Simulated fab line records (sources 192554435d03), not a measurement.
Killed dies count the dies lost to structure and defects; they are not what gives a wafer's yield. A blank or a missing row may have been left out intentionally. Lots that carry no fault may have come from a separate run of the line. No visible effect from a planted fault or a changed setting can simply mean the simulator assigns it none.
Matching of chambers    flow n5Finfet    rieDiel-01 running N5_MOL_CONTACT_COAG_ETCH_91: 4 sister chambers
The step etches SOC in N2/H2, target depth 60 nm, overetch 21 nm, time 101.2 s. 22 wafers are shown with their chamber, then 11 later ones without.

== WAFERS WITH THEIR CHAMBER ==
wafer   chamber  drypumpMotorCurrentA (A)  throttleValvePct (%)  showerheadPlenumPTorr (Torr)
L076.1  1        5.8                       17.38                 2.44
L076.2  2        5.6                       17.62                 2.58
L076.6  2        5.6                       17.61                 2.58
L079.1  1        5.8                       17.40                 2.44
L079.3  2        5.6                       17.62                 2.58
L079.6  1        5.8                       17.38                 2.44
L081.1  0        6.2                       17.77                 2.43
L081.4  2        5.6                       17.65                 2.57
L081.6  3        5.4                       18.09                 2.47
L083.2  0        6.2                       17.77                 2.43
L083.3  3        5.4                       18.10                 2.47
L083.4  1        5.7                       17.41                 2.44
L085.3  0        6.2                       17.79                 2.42
L085.4  3        5.4                       18.09                 2.47
L085.5  1        5.8                       17.40                 2.44
L089.1  1        5.8                       17.42                 2.43
L089.2  0        6.2                       17.79                 2.42
L089.6  0        6.2                       17.79                 2.42
L090.1  1        5.8                       17.41                 2.43
L090.2  2        5.6                       17.67                 2.57
L090.4  0        6.2                       17.80                 2.42
L092.1  0        6.2                       17.81                 2.42

SIGNATURES (averages over the wafers above)
reading                chamber 0  chamber 1  chamber 2  chamber 3  scatter within a chamber
drypumpMotorCurrentA   6.200      5.786      5.600      5.400      0.0218
throttleValvePct       17.7886    17.4000    17.6340    18.0933    0.0171
showerheadPlenumPTorr  2.4229     2.4371     2.5760     2.4700     0.00475
Rule: for a wafer and a chamber, the distance is found by dividing, reading by reading, the gap between the wafer's reading and the chamber's mean by the reading's scatter, squaring, summing and taking the root. If the next closest chamber is less than 2 further off than the closest, the wafer can't be placed; otherwise it belongs to the closest. The scatter is the square root of a quotient: the sum, over the shown wafers, of each reading's squared deviation from its chamber's mean, divided by wafers minus chambers.

== WAFERS MISSING THEIR CHAMBER ==
wafer   drypumpMotorCurrentA (A)  throttleValvePct (%)  showerheadPlenumPTorr (Torr)
L092.3  5.6                       17.67                 2.57
L092.4  5.4                       18.12                 2.46
L094.1  5.4                       18.13                 2.46
L094.3  6.2                       17.81                 2.42
L094.5  6.2                       17.82                 2.42
L096.3  6.2                       17.82                 2.41
L096.5  5.8                       17.46                 2.43
L096.6  5.6                       17.69                 2.56
L097.2  5.7                       17.45                 2.43
L097.3  5.4                       18.16                 2.46
L097.5  5.4                       18.15                 2.46

== THE CHAMBER EACH PASSED THROUGH ==
wafer   from the rows above  in truth
L092.3  2                    2
L092.4  3                    3
L094.1  3                    3
L094.3  0                    0
L094.5  0                    0
L096.3  0                    0
L096.5  1                    1
L096.6  2                    2
L097.2  1                    1
L097.3  3                    3
L097.5  3                    3
11 of 11 placed correctly. From these rows, 0 cannot be placed. Wrongly placed: 0.
